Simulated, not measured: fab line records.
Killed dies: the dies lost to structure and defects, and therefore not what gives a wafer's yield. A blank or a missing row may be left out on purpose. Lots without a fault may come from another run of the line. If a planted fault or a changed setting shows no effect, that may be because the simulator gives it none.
A single fault, viewed from 3 desks | flow nand-harc | each desk holds nothing but its own numbers, with what lay behind them at the end

== THE TOOL OWNER'S DESK: pecvd-onon-03 ==
The tool's own readings at NHARC_A_ONON_D1_DEP_06 (target thk 1000 nm): means of the sampled wafers that have a number, for each lot that ran on this tool. If a lot's mean is further than 4 standard deviations from the usual mean, the lot is out of limits and carries the mark OUT (the distance appears in the brackets).
Columns: A = susceptor-temp-C at NHARC_A_ONON_D1_DEP_06, usual 399.98 C
lot  | first seen here | A
L871 | day 9 06:49     | 399.88
L873 | day 9 10:03     | 400.13
L875 | day 10 00:47    | 399.55
Finding of this desk: none of the 3 lots has anything out of limits.

== METROLOGY DESK ==
What the gauges read for every lot (on any tool): the sampled wafers with a number, averaged. If a lot's mean is further than 4 standard deviations from the usual mean, the lot is out of limits and carries the mark OUT (the distance appears in the brackets).
Columns: A = cd-nm at NHARC_A_ZERO_WELL_CD_MEAS_10, usual 1999.9 nm; B = thk-nm at NHARC_A_ONON_D1_THK_MEAS_08, usual 998 nm; C = thk-nm at NHARC_A_ONON_D1_THK_MEAS_18, usual 1000 nm
lot  | first seen here | A      | B             | C
L864 | day 6 07:57     | 2001.3 | 1008          | 988
L871 | day 8 07:14     | 1998.0 | 897 (-11) OUT | 994
L873 | day 8 10:55     | 2000.4 | 879 (-12) OUT | 997
L875 | day 9 01:29     | 2001.9 | 886 (-12) OUT | 999
L877 | day 9 20:22     | 2000.7 | 1001          | 994
L878 | day 10 09:53    | 1998.4 | 1007          | 998
L880 | day 10 15:51    | 2000.3 | 997           | 996
L882 | day 10 17:55    | 1997.6 | 993           | 1011
L883 | day 11 01:09    | 1999.4 | 994           | 982
L884 | day 11 12:04    | 1998.4 | 1023          | 1012
L885 | day 11 17:40    | 2001.3 | 997           | 1031
This desk finds L871, L873, L875 out of limits, L871 being first, at day 9 07:20 (thk-nm at NHARC_A_ONON_D1_THK_MEAS_08). L864, L877, L878, L880, L882, L883, L884, L885 stayed within limits.

== THE DEFECT DESK ==
Inspection counts along the route, by lot: the mean over sampled wafers that carry a number. If a lot's mean is further than 4 standard deviations from the usual mean, the lot is out of limits and carries the mark OUT (the distance appears in the brackets).
Columns: A = raw-defect-count at NHARC_A_SOURCE_PLATE_INSPECT_08, usual 61
lot  | first seen here | A
L864 | day 7 08:55     | 69
L871 | day 9 05:37     | 62
L873 | day 9 08:41     | 69
L875 | day 9 23:36     | 53
L877 | day 10 18:34    | 82
L878 | day 11 10:32    | 41
L880 | day 11 13:56    | 92
L882 | day 11 13:58    | 64
L883 | day 12 01:13    | 45
L884 | day 12 10:23    | 42
L885 | day 12 17:38    | 49
Finding of this desk: none of the 11 lots has anything out of limits.

== BROUGHT TOGETHER ==
At day 9 07:20 the metrology desk could have sounded an alarm, on L871, L873, L875.
The tool owner's desk saw nothing out of limits.
No out-of-limits result turned up at the defect desk.
Tool owner's desk: L871, L873, L875 on record, inside its limits.
The defect desk has L871, L873, L875 on record, within its limits.
NHARC_A_ONON_D1_DEP_06 was run on pecvd-onon-03 by each of the lots named.

== WHAT THE SIMULATOR HAD PUT IN ==
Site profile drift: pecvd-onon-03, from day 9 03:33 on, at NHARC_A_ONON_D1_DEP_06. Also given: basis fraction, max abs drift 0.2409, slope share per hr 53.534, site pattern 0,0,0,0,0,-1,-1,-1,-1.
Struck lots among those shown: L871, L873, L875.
Time in hours between the start of the fault and the first out-of-limits reading at each desk: metrology desk, 4.
